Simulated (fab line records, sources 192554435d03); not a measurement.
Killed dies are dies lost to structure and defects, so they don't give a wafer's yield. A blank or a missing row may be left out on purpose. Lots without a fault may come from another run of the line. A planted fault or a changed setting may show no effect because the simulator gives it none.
A struck lot beside a sound one | flow n5_finfet | 35 steps out of a route of 1938
Sound: wafers L542.1, L542.3, L542.5. Struck: wafers L539.2, L539.3, L539.6. The cause comes at the end.
At each step with rows: each side's tool, then ch and its chambers, then its first start. Under that, the readings that differ: sound wafers | struck wafers | difference of the means | sigmas: that difference in standard deviations of wafers without a fault.
alike: readings whose means differ by less than 2 such deviations, and words and numbers that are the same on both sides. not compared: withheld readings, readings that some wafer has no value for, bounds like >300 that may hide the same value, and numbers for which the record gives no deviation and whose values overlap.
The two part at a step that has a row with sigmas, a row that says differs or no value, or rows on one side only. Numbers that don't overlap but have no deviation are shown without sigmas and don't part them. A reading that every wafer of one side lacks parts them only if that side has two wafers or more.

first, 9 steps without rows for these wafers: N5_BEOL_M1_ILD_DEP_00 (deposits SiOC from DEMS/O2, target thk 79 nm, time 15.3 s); N5_BEOL_M1_PECVD_72 (deposits SiO2 from TEOS/O2, target thk 16 nm, time 18 s); N5_BEOL_M1_HM_DEP_02 (deposits TiN, target thk 20 nm); N5_BEOL_M1_COAT_61 (time 60 s, resist thk 60 nm); N5_BEOL_M1_COAT_62 (time 60 s, resist thk 12 nm); N5_BEOL_M1_COAT_73 (time 60 s, resist thk 5 nm); N5_BEOL_M1_COAT_05 (resist thk 30 nm); N5_BEOL_M1_EBR_07; N5_BEOL_M1_SOFTBAKE_06 (time 60 s).
N5_BEOL_M1_EXPOSE_08: exposes mask M1.
  sound on euv_scanner-01 ch 0, day 11 13:07; struck on euv_scanner-02 ch 0, day 10 21:59
  reading                         | sound | struck | difference | sigmas
  model.BEOL_M1.overlay_x_nm (nm) | 0 0 0 | 8 8 8  | +8         |
  alike: mask, exposure_dose_mJ_cm2, stage_msd_nm
then, 2 steps without rows for these wafers: N5_BEOL_M1_PEB_09 (peb time 60 s); N5_BEOL_M1_DEVELOP_10 (develop time 30 s).
N5_BEOL_M1_OVL_MEAS_12:
  sound on overlay-02 ch 0, day 11 13:16; struck on overlay-02 ch 0, day 10 22:08
  reading     | sound          | struck      | difference | sigmas
  M1_OVL (nm) | -0.3 -0.1 -0.8 | 7.4 8.1 8.0 | +8.2       | +14
then, 20 steps without rows for these wafers: N5_BEOL_M1_DESCUM_16 (chemistry O2, time 7 s); N5_BEOL_M1_ETCH_74 (etches underlayer in N2/H2, target depth 6.5 nm, time 5.2 s); N5_BEOL_M1_ETCH_63 (etches SiARC in CF4, target depth 15.6 nm, time 26 s); N5_BEOL_M1_ETCH_64 (etches SOC in N2/H2, target depth 75 nm, overetch 15 nm, time 112.5 s); N5_BEOL_M1_STRIP_65 (strips in N2/H2); N5_BEOL_M1_STRIP_75 (strips in N2/H2); N5_BEOL_M1_STRIP_66 (strips in CF4); N5_BEOL_M1_HM_OPEN_17 (chemistry Cl2/BCl3, target TiN, target depth 20 nm, overetch 6 nm); N5_BEOL_M1_STRIP_19 (strips in O2); N5_BEOL_M1_COAT_67 (time 60 s, resist thk 60 nm); N5_BEOL_M1_COAT_68 (time 60 s, resist thk 12 nm); N5_BEOL_M1_COAT_76 (time 60 s, resist thk 5 nm); N5_BEOL_M1_COAT_22 (resist thk 30 nm); N5_BEOL_M1_EBR_24; N5_BEOL_M1_SOFTBAKE_23 (time 60 s); N5_BEOL_M1_EXPOSE_25 (exposes mask V0, defocus 5 nm, target cd 24 nm); N5_BEOL_M1_PEB_26 (peb time 60 s); N5_BEOL_M1_DEVELOP_27 (develop time 30 s); N5_BEOL_M1_DESCUM_33 (chemistry O2, time 7 s); N5_BEOL_M1_ETCH_77 (etches underlayer in N2/H2, target depth 6.5 nm, time 5.2 s).
N5_BEOL_M4_RC_MEAS_101:
  sound on prober-01 ch 0, day 13 12:02; struck on prober-01 ch 0, day 12 17:07
  alike: DIBL_N, DIBL_P, IOFF_N, IOFF_P, ION_N, ION_P, SS_N, SS_P, VT_N, VT_P
-- the record jumps here: 5 days lie between the struck wafers' starts before and after (it left off in module BEOL_M4 and takes up again in module PASSIVATION, whose first step shown is number 1936 of the route) --
N5_PASSIVATION_PROBE_49:
  sound on prober-01, day 18 01:50; struck on prober-02, day 17 10:13
  reading                  | sound          | struck         | difference | sigmas
  defect_limited_yield (%) | 93.4 91.4 90.7 | 48.9 57.6 38.6 | -43.5      | -29
  killed_at_M0_to_M3       | 17 42 22       | 527 422 668    | +512       | +47
  killed_dies              | 78 101 110     | 603 500 725    | +513       | +28
  killed_on_rim            | 15 14 8        | 77 64 88       | +64        | +17
  sort_bin_5_function (%)  | 4.4 5.3 5.9    | 26.6 22.8 30.4 | +21.4      | +23
  sort_n_pass              | 1102 1079 1070 | 577 680 455    | -513       | -29
  sort_yield_pct (%)       | 93.4 91.4 90.7 | 48.9 57.6 38.6 | -43.5      | -29
  alike: killed_at_M4_up, killed_at_contacts, killed_at_front_end, killed_at_other, killed_open, killed_short, sort_bin_6_memory

WHERE THEY PART
First at N5_BEOL_M1_OVL_MEAS_12; last, within this record, at N5_PASSIVATION_PROBE_49.

WHY: what the simulator had put in
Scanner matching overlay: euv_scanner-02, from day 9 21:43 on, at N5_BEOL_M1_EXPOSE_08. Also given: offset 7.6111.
